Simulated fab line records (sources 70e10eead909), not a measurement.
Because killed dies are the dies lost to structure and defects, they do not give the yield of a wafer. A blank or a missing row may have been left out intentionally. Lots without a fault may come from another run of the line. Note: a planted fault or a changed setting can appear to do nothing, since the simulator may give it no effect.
Comparing a struck lot with a sound one ; flow nand-harc ; 39 out of 1159 route steps
Sound: wafers L765.2, L765.3, L765.6. Wafers L775.3, L775.4, L775.5 were the ones struck. The cause is named last.
Each step with rows lists, per side, the tool, then ch with its chambers, then its first start. Under that, the readings that differ: sound wafers ; struck wafers ; difference of the means ; sigmas: that difference in standard deviations of wafers without a fault.
alike: same words and numbers on both sides, and readings whose means sit less than 2 such deviations apart. not compared: any withheld reading, any reading some wafer has no value for, any bound like >300 that may hide the same value, and any number with overlapping values for which the record gives no deviation.
Wherever a step has rows on one side only, a row that says differs or no value, or a row with sigmas, the two part there. Numbers that don't overlap but have no deviation are shown without sigmas and don't part them. Lack of a reading on every wafer of one side parts them only where that side has two or more wafers.

first, 4 steps without rows for these wafers: NHARC_A_STAIRCASE_HARDBAKE_185 (time 140 s); NHARC_A_STAIRCASE_DESCUM_186 (chemistry O2, time 3 s); NHARC_A_STAIRCASE_TRIM_187 (chemistry O2, time 211.2 s); NHARC_A_STAIRCASE_ETCH_188 (etches the open film in C4F8/O2, target depth 100 nm, time 40.5 s).
NHARC_A_STAIRCASE_TRIM_189: chemistry O2, time 211.2 s.
  sound: rie-diel-06 ch 0,2,3; struck: rie-diel-02 ch 1,2
  alike: drypump-motor-current-A, oes-product-au, rf-vpp-V, showerhead-plenum-p-Torr, throttle-valve-pct
  not compared: rf-hours-counter-h
then, 1 step without rows for these wafers: NHARC_A_STAIRCASE_ETCH_190 (etches the open film in C4F8/O2, target depth 100 nm, time 40.5 s).
NHARC_A_STAIRCASE_TRIM_191: chemistry O2, time 211.2 s.
  sound: rie-diel-06 ch 1,3; struck: rie-diel-02 ch 0,1,2
  alike: drypump-motor-current-A, oes-product-au, rf-vpp-V, showerhead-plenum-p-Torr, throttle-valve-pct
  not compared: rf-hours-counter-h
then, 3 steps without rows for these wafers: NHARC_A_STAIRCASE_ETCH_192 (etches the open film in C4F8/O2, target depth 100 nm, time 40.5 s); NHARC_A_STAIRCASE_TRIM_193 (chemistry O2, time 211.2 s); NHARC_A_STAIRCASE_ETCH_194 (etches the open film in C4F8/O2, target depth 100 nm, time 40.5 s).
NHARC_A_STAIRCASE_TRIM_196: chemistry O2, time 211.2 s.
  sound on rie-diel-02 ch 0,2, day 10 22:59; struck on rie-diel-06 ch 0,1,2, day 13 13:12
  alike: drypump-motor-current-A, oes-product-au, rf-vpp-V, showerhead-plenum-p-Torr, throttle-valve-pct
  not compared: rf-hours-counter-h
then, 5 steps without rows for these wafers: NHARC_A_STAIRCASE_ETCH_197 (etches the open film in C4F8/O2, target depth 100 nm, time 40.5 s); NHARC_A_STAIRCASE_TRIM_198 (chemistry O2, time 211.2 s); NHARC_A_STAIRCASE_ETCH_199 (etches the open film in C4F8/O2, target depth 100 nm, time 40.5 s); NHARC_A_STAIRCASE_TRIM_200 (chemistry O2, time 211.2 s); NHARC_A_STAIRCASE_ETCH_201 (etches the open film in C4F8/O2, target depth 100 nm, time 40.5 s).
NHARC_A_STAIRCASE_TRIM_202: chemistry O2, time 211.2 s.
  sound: rie-diel-02 ch 0,3; struck: rie-diel-06 ch 2,3
reading;sound;struck;difference;sigmas
showerhead-plenum-p-Torr (Torr);3.28 3.29 3.28;3.60 3.59 3.59;+0.31;+2
  alike: drypump-motor-current-A, oes-product-au, rf-vpp-V, throttle-valve-pct
  not compared: rf-hours-counter-h
then, 18 steps without rows for these wafers: NHARC_A_STAIRCASE_ETCH_203 (etches the open film in C4F8/O2, target depth 100 nm, time 40.5 s); NHARC_A_STAIRCASE_STRIP_205 (strips in O2); NHARC_A_STAIRCASE_STRIP_206 (strips in SPM, time 900 s); NHARC_A_STAIRCASE_PRECLEAN_207 (cleans in SC1); NHARC_A_STAIRCASE_SRD_208; NHARC_A_STAIRCASE_DEHYDRATE_209 (time 120 s); NHARC_A_STAIRCASE_HMDS_210 (time 30 s); NHARC_A_STAIRCASE_COAT_211; NHARC_A_STAIRCASE_SOFTBAKE_212 (time 170 s); NHARC_A_STAIRCASE_EBR_213; NHARC_A_STAIRCASE_EXPOSE_214 (exposes mask STAIR 3); NHARC_A_STAIRCASE_PEB_215 (peb time 130 s); NHARC_A_STAIRCASE_DEVELOP_216 (time 140 s); NHARC_A_STAIRCASE_HARDBAKE_218 (time 140 s); NHARC_A_STAIRCASE_DESCUM_219 (chemistry O2, time 3 s); NHARC_A_STAIRCASE_TRIM_220 (chemistry O2, time 211.2 s); NHARC_A_STAIRCASE_ETCH_221 (etches the open film in C4F8/O2, target depth 100 nm, time 40.5 s); NHARC_A_STAIRCASE_TRIM_222 (chemistry O2, time 211.2 s).
NHARC_A_STAIRCASE_ETCH_223: etches the open film in C4F8/O2, target depth 100 nm, time 40.5 s.
  sound: rie-diel-02 ch 0,2; struck: rie-diel-06 ch 0,2,3
  alike: oes-product-au, rf-vpp-V
  not compared: rf-hours-counter-h
NHARC_A_STAIRCASE_TRIM_224: chemistry O2, time 211.2 s.
  sound: rie-diel-02 ch 0,3; struck: rie-diel-06 ch 0,1
reading;sound;struck;difference;sigmas
oes-product-au (a.u.);0.991 0.992 0.991;1.011 1.017 1.015;+0.023;+2
  alike: drypump-motor-current-A, rf-vpp-V, showerhead-plenum-p-Torr, throttle-valve-pct
  not compared: rf-hours-counter-h
then, 1 step without rows for these wafers: NHARC_A_STAIRCASE_ETCH_225 (etches the open film in C4F8/O2, target depth 100 nm, time 40.5 s).
-- jump in the record: it breaks off in module A_STAIRCASE and resumes in module END (first step shown: number 1159 of the route), and 8 days separate the struck wafers' starts before and after --
NHARC_END_SORT_01:
  sound on prober-01 ch 0, day 19 13:19; struck on prober-01 ch 0, day 21 12:54
reading;sound;struck;difference;sigmas
killed-at-array;15 18 18;95 99 91;+78;+9
killed-dies;21 23 21;98 101 93;+76;+8
  alike: killed-at-other, killed-at-periphery, killed-open, killed-short

## WHERE THEY PART
First at NHARC_A_STAIRCASE_TRIM_202; last, within this record, at NHARC_END_SORT_01.

WHY: whatever the simulator had introduced
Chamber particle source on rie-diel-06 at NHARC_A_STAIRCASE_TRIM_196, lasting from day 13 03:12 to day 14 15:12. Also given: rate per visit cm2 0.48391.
